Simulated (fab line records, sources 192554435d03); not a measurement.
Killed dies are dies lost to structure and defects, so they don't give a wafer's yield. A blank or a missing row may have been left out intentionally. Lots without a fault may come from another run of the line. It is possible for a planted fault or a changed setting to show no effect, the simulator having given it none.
What tool caused it?	flow n5 finfet	21 lots, 63 wafers sampled, at 6 steps of a route of 1938

== WHAT THE GAUGES SHOWED, per wafer ==
Not one reading of a measure or inspect step in the record can be checked against a usual standard deviation.

== EACH LOT AND THE TOOL THAT RAN IT (in order: tool; ch and the chambers of the sampled wafers; start) ==
lot	N5_BEOL_M7_DESCUM_33	N5_BEOL_M7_TRENCH_ETCH_37	N5_BEOL_M7_CURE_75	N5_BEOL_M8_TRENCH_ETCH_37	N5_BEOL_M9_PECVD_70	N5_BEOL_M9_ETCH_65
L074	rie diel-03 ch 1,2,3, day 9 01:26	rie diel-03 ch 1,2,3, day 9 02:17 or earlier	uv cure-02 ch 2, day 9 02:17	rie diel-05 ch 2,3, day 9 12:46 or earlier	pecvd-04 ch 0,1, day 9 12:46	rie diel-04 ch 1,2,3, day 9 17:10
L075	rie diel-03 ch 0,1,2, day 9 08:23	rie diel-03 ch 0,1,2, day 9 09:49 or earlier	uv cure-03 ch 2, day 9 09:49	rie diel-02 ch 0,2,3, day 9 23:25 or earlier	pecvd-04 ch 1, day 9 23:25	rie diel-03 ch 1,2,3, day 10 12:03
L079	rie diel-03 ch 0,2, day 10 08:08	rie diel-03 ch 0,2, day 10 08:45 or earlier	uv cure-03 ch 1, day 10 08:45	rie diel-06 ch 0,1,2, day 10 21:56 or earlier	pecvd-04 ch 0,2, day 10 21:56	rie diel-03 ch 2,3, day 10 23:44
L077	rie diel-04 ch 0,2, day 10 10:56	rie diel-04 ch 0,2, day 10 11:34 or earlier	uv cure-01 ch 0, day 10 11:34	rie diel-06 ch 0,1,2, day 11 00:33 or earlier	pecvd-04 ch 1,2, day 11 00:33	rie diel-03 ch 1,2, day 11 02:41
L078	rie diel-04 ch 0,1,2, day 10 11:25	rie diel-04 ch 0,1,2, day 10 12:02 or earlier	uv cure-03 ch 1, day 10 12:02	rie diel-05 ch 0,2,3, day 11 01:20 or earlier	pecvd-03 ch 0,1,2, day 11 01:20	rie diel-01 ch 1,2, day 11 04:48
L080	rie diel-03 ch 0,2,3, day 10 17:11	rie diel-03 ch 0,2,3, day 10 17:48 or earlier	uv cure-03 ch 0, day 10 17:48	rie diel-06 ch 0,1,3, day 11 05:26 or earlier	pecvd-04 ch 0,2, day 11 05:26	rie diel-01 ch 1,3, day 11 11:21
L081	rie diel-03 ch 0,1,3, day 11 04:44	rie diel-03 ch 0,1,3, day 11 05:22 or earlier	uv cure-03 ch 0, day 11 05:22	rie diel-02 ch 0,1,2, day 11 17:47 or earlier	pecvd-04 ch 1,2, day 11 17:47	rie diel-04 ch 0,1,3, day 11 20:10
L082	rie diel-03 ch 1,2, day 11 11:22	rie diel-03 ch 1,2, day 11 12:00 or earlier	uv cure-02 ch 2, day 11 12:00	rie diel-02 ch 1,2,3, day 11 22:44 or earlier	pecvd-03 ch 0,1,2, day 11 22:44	rie diel-04 ch 1,2, day 12 03:58
L083	rie diel-03 ch 0,1,3, day 11 18:11	rie diel-03 ch 0,1,3, day 11 18:58 or earlier	uv cure-01 ch 2, day 11 18:58	rie diel-05 ch 0,2,3, day 12 09:34 or earlier	pecvd-03 ch 0,1,2, day 12 09:34	rie diel-01 ch 0,2,3, day 12 14:15
L084	rie diel-01 ch 0,3, day 12 04:38	rie diel-01 ch 0,3, day 12 05:18 or earlier	uv cure-01 ch 2, day 12 05:18	rie diel-05 ch 2,3, day 12 18:48 or earlier	pecvd-04 ch 0,1,2, day 12 18:48	rie diel-01 ch 0,2, day 12 21:29
L086	rie diel-03 ch 0,1,2, day 12 06:50	rie diel-03 ch 0,1,2, day 12 07:27 or earlier	uv cure-02 ch 2, day 12 07:27	rie diel-02 ch 0,2,3, day 12 20:20 or earlier	pecvd-01 ch 0,1,2, day 12 20:20	rie diel-01 ch 0,1,2, day 12 23:56
L087	rie diel-03 ch 0,2,3, day 12 14:17	rie diel-03 ch 0,2,3, day 12 15:22 or earlier	uv cure-02 ch 2, day 12 15:22	rie diel-05 ch 0,1, day 13 03:59 or earlier	pecvd-04 ch 1,2, day 13 03:59	rie diel-03 ch 0,2, day 13 08:06
L088	rie diel-04 ch 1,2,3, day 12 14:43	rie diel-04 ch 1,2,3, day 12 15:44 or earlier	uv cure-01 ch 1, day 12 15:44	rie diel-06 ch 0,1,2, day 13 04:40 or earlier	pecvd-01 ch 0,1,2, day 13 04:40	rie diel-03 ch 1,2,3, day 13 07:41
L090	rie diel-01 ch 0,2,3, day 13 10:07	rie diel-01 ch 0,2,3, day 13 10:57 or earlier	uv cure-01 ch 2, day 13 10:57	rie diel-05 ch 1,2,3, day 13 23:00 or earlier	pecvd-04 ch 0,2, day 13 23:00	rie diel-03 ch 2,3, day 14 03:10
L089	rie diel-01 ch 0,1,3, day 13 10:34	rie diel-01 ch 0,1,3, day 13 11:21 or earlier	uv cure-03 ch 0, day 13 11:21	rie diel-06 ch 1,2,3, day 13 22:10 or earlier	pecvd-04 ch 1,2, day 13 22:10	rie diel-04 ch 0,1, day 14 00:49
L091	rie diel-03 ch 1,2, day 13 14:50	rie diel-03 ch 1,2, day 13 15:33 or earlier	uv cure-01 ch 2, day 13 15:33	rie diel-05 ch 2,3, day 14 04:39 or earlier	pecvd-04 ch 0,1, day 14 04:39	rie diel-04 ch 0,2, day 14 11:51
L092	rie diel-03 ch 1,2, day 13 18:03	rie diel-03 ch 1,2, day 13 18:47 or earlier	uv cure-01 ch 0, day 13 18:47	rie diel-06 ch 1,2, day 14 04:48 or earlier	pecvd-01 ch 1,2, day 14 04:48	rie diel-04 ch 1,2,3, day 14 11:25
L093	rie diel-04 ch 0,2, day 14 01:11	rie diel-04 ch 0,2, day 14 01:49 or earlier	uv cure-01 ch 2, day 14 01:49	rie diel-06 ch 0,1,2, day 14 15:04 or earlier	pecvd-04 ch 0,1, day 14 15:04	rie diel-01 ch 0,2, day 14 18:14
L094	rie diel-01 ch 0,1,3, day 14 03:07	rie diel-01 ch 0,1,3, day 14 03:45 or earlier	uv cure-03 ch 2, day 14 03:45	rie diel-02 ch 1,2,3, day 14 18:36 or earlier	pecvd-04 ch 1,2, day 14 18:36	rie diel-01 ch 0,1,3, day 14 21:20
L095	rie diel-04 ch 0,1,3, day 14 18:34	rie diel-04 ch 0,1,3, day 14 19:18 or earlier	uv cure-02 ch 0, day 14 19:18	rie diel-05 ch 0,1,2, day 15 08:28 or earlier	pecvd-01 ch 0,1,2, day 15 08:28	rie diel-03 ch 0,1,3, day 15 13:31
L096	rie diel-01 ch 1,2,3, day 14 18:37	rie diel-01 ch 1,2,3, day 14 19:20 or earlier	uv cure-01 ch 2, day 14 19:20	rie diel-05 ch 0,1,2, day 15 06:56 or earlier	pecvd-03 ch 0,2, day 15 06:56	rie diel-01 ch 1,3, day 15 11:12
- N5_BEOL_M7_DESCUM_33: chemistry O2, time 7 s.
- N5_BEOL_M7_TRENCH_ETCH_37: etches SiCOH lowk in C4F6/O2, target depth 93.478 nm, time 31.2 s.
- N5_BEOL_M7_CURE_75: cures SiCOH lowk, time 120 s.
- N5_BEOL_M8_TRENCH_ETCH_37: etches SiCOH lowk in C4F6/O2, target depth 93.478 nm, time 31.2 s.
- N5_BEOL_M9_PECVD_70: deposits SiO2 from TEOS/O2, target thk 20 nm, time 22.7 s.
- N5_BEOL_M9_ETCH_65: etches SiARC in CF4, target depth 15.6 nm, time 26 s.

== WHAT THE TOOLS THEMSELVES READ (means of the sampled wafers that have a number; where no wafer has one, the mark that the record gives instead) ==
N5_BEOL_M7_DESCUM_33.
lot	tool	drypump motor current A (A)	oes product au (a.u.)	rf vpp V (V)	showerhead plenum p Torr (Torr)	throttle valve pct (%)
L074	rie diel-03	6.0	0.80	244.5	2.17	20.40
L075	rie diel-03	5.6	0.73	243.5	2.09	20.47
L079	rie diel-03	5.2	0.73	242.4	2.02	20.37
L077	rie diel-04	5.6	0.73	244.6	2.13	20.58
L078	rie diel-04	5.6	0.79	243.6	2.12	20.50
L080	rie diel-03	5.7	0.78	243.3	2.10	20.33
L081	rie diel-03	5.9	0.77	243.2	2.14	20.35
L082	rie diel-03	5.9	0.72	244.1	2.15	20.58
L083	rie diel-03	5.9	0.77	244.3	2.14	20.36
L084	rie diel-01	5.9	0.84	244.7	2.14	20.21
L086	rie diel-03	5.6	0.71	242.9	2.08	20.48
L087	rie diel-03	5.7	0.75	242.7	2.10	20.35
L088	rie diel-04	6.1	0.84	241.9	2.05	20.28
L090	rie diel-01	6.2	0.84	243.4	2.09	20.32
L089	rie diel-01	5.6	0.83	244.0	2.11	20.28
L091	rie diel-03	5.7	0.70	242.9	2.10	20.58
L092	rie diel-03	5.7	0.70	243.2	2.10	20.59
L093	rie diel-04	5.9	0.87	243.0	2.09	20.40
L094	rie diel-01	5.6	0.83	243.8	2.11	20.28
L095	rie diel-04	5.8	0.84	243.9	2.17	20.31
L096	rie diel-01	5.8	0.83	242.6	2.06	20.38

N5_BEOL_M7_TRENCH_ETCH_37.
lot	tool	drypump motor current A (A)	oes product au (a.u.)	rf vpp V (V)	showerhead plenum p Torr (Torr)	throttle valve pct (%)
L074	rie diel-03	6.0	0.80	673	2.94	20.88
L075	rie diel-03	5.6	0.73	666	2.84	20.95
L079	rie diel-03	5.2	0.72	659	2.76	20.89
L077	rie diel-04	5.6	0.73	661	2.91	21.13
L078	rie diel-04	5.6	0.79	664	2.89	21.05
L080	rie diel-03	5.7	0.77	666	2.86	20.84
L081	rie diel-03	5.9	0.77	670	2.90	20.80
L082	rie diel-03	5.9	0.71	673	2.91	21.04
L083	rie diel-03	5.9	0.76	670	2.90	20.81
L084	rie diel-01	6.0	0.85	663	2.91	20.70
L086	rie diel-03	5.6	0.71	665	2.83	20.98
L087	rie diel-03	5.7	0.76	666	2.85	20.85
L088	rie diel-04	6.1	0.84	663	2.80	20.81
L090	rie diel-01	6.2	0.83	666	2.84	20.80
L089	rie diel-01	5.6	0.83	667	2.88	20.80
L091	rie diel-03	5.7	0.71	667	2.86	21.09
L092	rie diel-03	5.7	0.71	668	2.86	21.10
L093	rie diel-04	5.9	0.87	662	2.84	20.89
L094	rie diel-01	5.6	0.83	667	2.87	20.81
L095	rie diel-04	5.8	0.86	664	2.96	20.88
L096	rie diel-01	5.8	0.83	668	2.80	20.91

N5_BEOL_M7_CURE_75.
lot	tool	lamp power pct (%)	wafer_temp_C_max
L074	uv cure-02	52.34	371.4
L075	uv cure-03	52.28	371.0
L079	uv cure-03	52.33	371.3
L077	uv cure-01	52.32	372.2
L078	uv cure-03	52.28	371.0
L080	uv cure-03	52.34	371.5
L081	uv cure-03	52.35	371.9
L082	uv cure-02	52.32	371.2
L083	uv cure-01	52.37	371.4
L084	uv cure-01	52.30	371.1
L086	uv cure-02	52.31	371.1
L087	uv cure-02	52.30	371.2
L088	uv cure-01	52.32	371.3
L090	uv cure-01	52.30	371.9
L089	uv cure-03	52.32	371.7
L091	uv cure-01	52.31	371.7
L092	uv cure-01	52.27	372.3
L093	uv cure-01	52.24	370.9
L094	uv cure-03	52.33	371.4
L095	uv cure-02	52.35	371.1
L096	uv cure-01	52.33	371.3

N5_BEOL_M8_TRENCH_ETCH_37.
lot	tool	drypump motor current A (A)	oes product au (a.u.)	rf vpp V (V)	showerhead plenum p Torr (Torr)	throttle valve pct (%)
L074	rie diel-05	5.1	0.76	671	2.96	20.89
L075	rie diel-02	6.0	0.71	673	2.85	20.83
L079	rie diel-06	5.6	0.77	665	2.84	21.23
L077	rie diel-06	5.6	0.77	664	2.84	21.22
L078	rie diel-05	5.4	0.80	667	2.90	20.76
L080	rie diel-06	5.8	0.81	668	2.94	21.08
L081	rie diel-02	6.3	0.74	673	2.90	20.73
L082	rie diel-02	6.1	0.81	672	2.89	20.68
L083	rie diel-05	5.4	0.79	667	2.90	20.77
L084	rie diel-05	5.1	0.73	671	2.95	20.93
L086	rie diel-02	6.0	0.77	673	2.84	20.73
L087	rie diel-05	5.6	0.84	669	2.80	20.78
L088	rie diel-06	5.6	0.84	665	2.83	21.13
L090	rie diel-05	5.2	0.76	674	2.93	21.01
L089	rie diel-06	5.6	0.79	672	2.90	21.10
L091	rie diel-05	5.3	0.77	670	2.97	20.88
L092	rie diel-06	5.3	0.74	667	2.79	21.27
L093	rie diel-06	5.6	0.81	665	2.82	21.14
L094	rie diel-02	6.0	0.79	672	2.88	20.72
L095	rie diel-05	5.6	0.79	672	2.87	20.88
L096	rie diel-05	5.5	0.80	671	2.87	20.89

N5_BEOL_M9_PECVD_70.
lot	tool	chamber pressure Torr (Torr)	heater power w (W)	showerhead plenum p Torr (Torr)	throttle valve pct (%)
L074	pecvd-04	5.508	924	8.75	21.3
L075	pecvd-04	5.489	1016	8.72	21.8
L079	pecvd-04	5.500	837	8.80	20.5
L077	pecvd-04	5.517	870	8.73	21.2
L078	pecvd-03	5.501	695	8.78	23.8
L080	pecvd-04	5.505	870	8.79	20.7
L081	pecvd-04	5.506	915	8.73	21.2
L082	pecvd-03	5.498	727	8.79	23.8
L083	pecvd-03	5.503	711	8.77	23.8
L084	pecvd-04	5.503	824	8.78	21.0
L086	pecvd-01	5.492	686	8.80	22.5
L087	pecvd-04	5.482	843	8.76	21.0
L088	pecvd-01	5.503	700	8.81	22.3
L090	pecvd-04	5.494	892	8.81	20.8
L089	pecvd-04	5.500	902	8.74	21.3
L091	pecvd-04	5.490	945	8.76	21.2
L092	pecvd-01	5.493	618	8.79	21.2
L093	pecvd-04	5.498	940	8.77	21.3
L094	pecvd-04	5.506	892	8.75	21.1
L095	pecvd-01	5.495	670	8.81	22.6
L096	pecvd-03	5.504	730	8.79	23.3

N5_BEOL_M9_ETCH_65.
lot	tool	drypump motor current A (A)	etch rf on time s (s)	oes product au (a.u.)	rf vpp V (V)	showerhead plenum p Torr (Torr)	throttle valve pct (%)
L074	rie diel-04	6.1	25.7	0.66	184.6	2.11	15.61
L075	rie diel-03	6.0	26.0	0.67	184.9	2.21	15.59
L079	rie diel-03	6.1	26.0	0.70	184.5	2.22	15.44
L077	rie diel-03	5.7	26.0	0.61	183.9	2.16	15.79
L078	rie diel-01	5.3	25.4	0.79	184.5	2.16	15.50
L080	rie diel-01	5.2	25.4	0.74	184.4	2.15	15.50
L081	rie diel-04	5.9	25.7	0.66	183.7	2.15	15.64
L082	rie diel-04	5.6	25.6	0.79	184.6	2.16	15.45
L083	rie diel-01	6.2	25.4	0.73	185.0	2.14	15.46
L084	rie diel-01	6.3	25.1	0.77	184.2	2.15	15.48
L086	rie diel-01	5.7	25.6	0.77	185.0	2.18	15.48
L087	rie diel-03	5.2	25.8	0.60	183.2	2.07	15.68
L088	rie diel-03	6.0	26.3	0.64	184.7	2.20	15.65
L090	rie diel-03	5.8	26.0	0.63	183.0	2.17	15.68
L089	rie diel-04	5.4	26.0	0.66	184.9	2.20	15.75
L091	rie diel-04	5.8	25.8	0.74	183.8	2.14	15.57
L092	rie diel-04	6.1	25.2	0.80	184.1	2.19	15.36
L093	rie diel-01	6.3	25.2	0.75	184.3	2.14	15.51
L094	rie diel-01	5.6	25.5	0.70	184.2	2.16	15.49
L095	rie diel-03	5.9	25.9	0.63	184.4	2.17	15.59
L096	rie diel-01	5.2	25.4	0.71	183.9	2.14	15.55

== THE ANSWER, worked out from the rows above alone ==
Rule: the lots themselves supply what counts as usual. The widest of any qualifying gaps counts: lots, ordered by their means at a reading, are off when they make up no more than a third of the lots, leave a main group of 4 or more, and stand apart from it by 3 or more times the standard deviation of that group's means. Not used: any main group whose means are identical at the precision the tables above print for the reading. A lot without any number at a reading at which 4 lots or more have one is off too. Where the step has rows for the other lots, those lots are counted as sound. The gauges are gone through in route order, then the tools' own readings, and for those a lot's mean is taken as printed above. The first step at which some lot is off is used, and at that step the reading that is off furthest; a lot without a number counts as furthest.
Across all readings shown, no lot is off: no conclusion can be drawn from this.

== WHAT THE SIMULATOR HAD INSERTED ==
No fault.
